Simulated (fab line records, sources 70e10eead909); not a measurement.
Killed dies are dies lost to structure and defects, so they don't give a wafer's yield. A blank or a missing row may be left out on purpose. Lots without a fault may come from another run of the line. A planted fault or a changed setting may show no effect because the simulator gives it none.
A struck lot beside a sound one | flow nand_harc | 13 steps out of a route of 1159
Sound: wafers L736.4, L736.5, L736.6. Struck: wafers L745.4, L745.5. (L745.3 of the same lot was not struck and is left out.) The cause comes at the end.
At each step with rows: each side's tool, then ch and its chambers, then its first start. Under that, the readings that differ: sound wafers | struck wafers | difference of the means | sigmas: that difference in standard deviations of wafers without a fault.
alike: readings whose means differ by less than 2 such deviations, and words and numbers that are the same on both sides. not compared: withheld readings, readings that some wafer has no value for, bounds like >300 that may hide the same value, and numbers for which the record gives no deviation and whose values overlap.
The two part at a step that has a row with sigmas, a row that says differs or no value, or rows on one side only. Numbers that don't overlap but have no deviation are shown without sigmas and don't part them. A reading that every wafer of one side lacks parts them only if that side has two wafers or more.

first, 7 steps without rows for these wafers: NHARC_A_STAIRCASE_COAT_178; NHARC_A_STAIRCASE_SOFTBAKE_179 (time 170 s); NHARC_A_STAIRCASE_EBR_180; NHARC_A_STAIRCASE_EXPOSE_181 (exposes mask STAIR 2); NHARC_A_STAIRCASE_PEB_182 (peb time 130 s); NHARC_A_STAIRCASE_DEVELOP_183 (time 140 s); NHARC_A_STAIRCASE_HARDBAKE_185 (time 140 s).
NHARC_A_STAIRCASE_DESCUM_186: chemistry O2, time 3 s.
  sound on rie_diel-03 ch 0,1,3, day 13 23:29; struck on rie_diel-03 ch 2,3, day 15 18:33
  alike: drypump_motor_current_A, mfc_ar_sccm, o2_flow_sccm, oes_product_au, rf_vpp_V, showerhead_plenum_p_Torr, throttle_valve_pct
  not compared: rf_hours_counter_h
NHARC_A_STAIRCASE_TRIM_187: chemistry O2, time 211.2 s.
  sound on rie_diel-03 ch 0,3, day 13 23:34; struck on rie_diel-03 ch 2,3, day 15 18:39
  alike: drypump_motor_current_A, mfc_ar_sccm, o2_flow_sccm, oes_product_au, rf_vpp_V, showerhead_plenum_p_Torr, throttle_valve_pct
  not compared: rf_hours_counter_h
NHARC_A_STAIRCASE_ETCH_188: etches the open film in C4F8/O2, target depth 100 nm, time 40.5 s.
  sound on rie_diel-03 ch 1,2,3; struck on rie_diel-03 ch 2,3
  alike: oes_product_au, rf_vpp_V, run_length_s
  not compared: rf_hours_counter_h
NHARC_A_STAIRCASE_TRIM_189: chemistry O2, time 211.2 s.
  sound on rie_diel-03 ch 0,1,2; struck on rie_diel-03 ch 0,2
  alike: drypump_motor_current_A, mfc_ar_sccm, o2_flow_sccm, oes_product_au, rf_vpp_V, showerhead_plenum_p_Torr, throttle_valve_pct
  not compared: rf_hours_counter_h
NHARC_A_STAIRCASE_ETCH_190: etches the open film in C4F8/O2, target depth 100 nm, time 40.5 s.
  sound on rie_diel-03 ch 0,1,2, day 14 01:31; struck on rie_diel-03 ch 2,3, day 15 19:05
  reading          | sound          | struck    | difference | sigmas
  run_length_s (s) | 61.5 62.4 61.7 | 75.3 74.6 | +13.1      | +24
  alike: oes_product_au, rf_vpp_V
  not compared: rf_hours_counter_h
NHARC_A_STAIRCASE_TRIM_191: chemistry O2, time 211.2 s.
  sound on rie_diel-03 ch 1,2,3; struck on rie_diel-03 ch 2,3
  alike: drypump_motor_current_A, mfc_ar_sccm, o2_flow_sccm, oes_product_au, rf_vpp_V, showerhead_plenum_p_Torr, throttle_valve_pct
  not compared: rf_hours_counter_h

WHERE THEY PART
Only at NHARC_A_STAIRCASE_ETCH_190, within this record. Later steps at which nothing parts them and some readings are alike: NHARC_A_STAIRCASE_TRIM_191.

WHY: what the simulator had put in
Process parameter drift: rie_diel-03, from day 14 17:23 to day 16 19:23, at NHARC_A_STAIRCASE_ETCH_190. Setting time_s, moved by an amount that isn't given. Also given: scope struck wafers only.
